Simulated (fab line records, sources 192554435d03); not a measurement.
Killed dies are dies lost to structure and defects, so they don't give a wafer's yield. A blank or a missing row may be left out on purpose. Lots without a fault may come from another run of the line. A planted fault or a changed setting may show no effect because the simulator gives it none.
Chamber matching | flow n5_finfet | N5_BEOL_M7_STRIP_36 on rie_diel-01: 4 sister chambers
The step strips in N2/H2. 22 wafers are shown with their chamber, then 11 later ones without.

WAFERS WITH THEIR CHAMBER
wafer  | chamber | drypump_motor_current_A (A) | throttle_valve_pct (%) | showerhead_plenum_p_Torr (Torr)
L078.1 | 1       | 5.7                         | 23.68                  | 2.38
L078.5 | 2       | 5.7                         | 23.33                  | 2.46
L078.6 | 3       | 6.3                         | 23.56                  | 2.44
L080.3 | 0       | 6.0                         | 23.66                  | 2.52
L080.4 | 3       | 6.3                         | 23.57                  | 2.44
L080.5 | 2       | 5.6                         | 23.33                  | 2.46
L082.3 | 0       | 6.0                         | 23.65                  | 2.51
L082.5 | 0       | 6.0                         | 23.64                  | 2.52
L082.6 | 2       | 5.7                         | 23.33                  | 2.46
L084.2 | 0       | 6.0                         | 23.68                  | 2.51
L084.3 | 2       | 5.6                         | 23.34                  | 2.45
L084.5 | 0       | 6.0                         | 23.67                  | 2.51
L089.1 | 0       | 6.0                         | 23.66                  | 2.51
L089.3 | 1       | 5.7                         | 23.27                  | 2.69
L089.5 | 0       | 6.0                         | 23.68                  | 2.51
L090.4 | 3       | 6.4                         | 23.56                  | 2.44
L090.5 | 2       | 5.6                         | 23.38                  | 2.45
L090.6 | 1       | 5.7                         | 23.27                  | 2.69
L092.1 | 1       | 5.7                         | 23.30                  | 2.69
L092.2 | 2       | 5.6                         | 23.39                  | 2.45
L092.3 | 3       | 6.3                         | 23.56                  | 2.44
L093.2 | 0       | 6.1                         | 23.71                  | 2.51

SIGNATURES (means of the wafers above)
reading                  | chamber 0 | chamber 1 | chamber 2 | chamber 3 | scatter within a chamber
drypump_motor_current_A  | 6.013     | 5.700     | 5.633     | 6.325     | 0.0405
throttle_valve_pct       | 23.6687   | 23.3800   | 23.3500   | 23.5625   | 0.0842
showerhead_plenum_p_Torr | 2.5125    | 2.6125    | 2.4550    | 2.4400    | 0.0634
Rule: a wafer's distance from a chamber is the root of the sum, over the readings, of the square of ((its reading less the chamber's mean) divided by the reading's scatter). The wafer belongs to the nearest chamber; if the next one is less than 2 further off, it can't be placed. The scatter: the root of (the sum of the squares of (reading less its chamber's mean) over the shown wafers, divided by (wafers less chambers)).

WAFERS WITHOUT THEIR CHAMBER
wafer  | drypump_motor_current_A (A) | throttle_valve_pct (%) | showerhead_plenum_p_Torr (Torr)
L093.4 | 5.6                         | 23.36                  | 2.45
L093.5 | 5.6                         | 23.34                  | 2.45
L094.1 | 6.3                         | 23.61                  | 2.43
L094.4 | 5.7                         | 23.31                  | 2.69
L094.5 | 6.3                         | 23.63                  | 2.43
L097.3 | 5.6                         | 23.37                  | 2.45
L097.4 | 6.3                         | 23.59                  | 2.43
L097.5 | 5.7                         | 23.28                  | 2.69
L095.2 | 5.7                         | 23.29                  | 2.69
L095.5 | 5.6                         | 23.36                  | 2.45
L095.6 | 6.3                         | 23.61                  | 2.43

WHICH CHAMBER EACH WENT THROUGH
wafer  | from the rows above | in truth
L093.4 | 2                   | 2
L093.5 | 2                   | 2
L094.1 | 3                   | 3
L094.4 | 1                   | 1
L094.5 | 3                   | 3
L097.3 | 2                   | 2
L097.4 | 3                   | 3
L097.5 | 1                   | 1
L095.2 | 1                   | 1
L095.5 | 2                   | 2
L095.6 | 3                   | 3
Placed correctly: 11 of 11. Can't be placed from these rows: 0. Placed wrongly: 0.
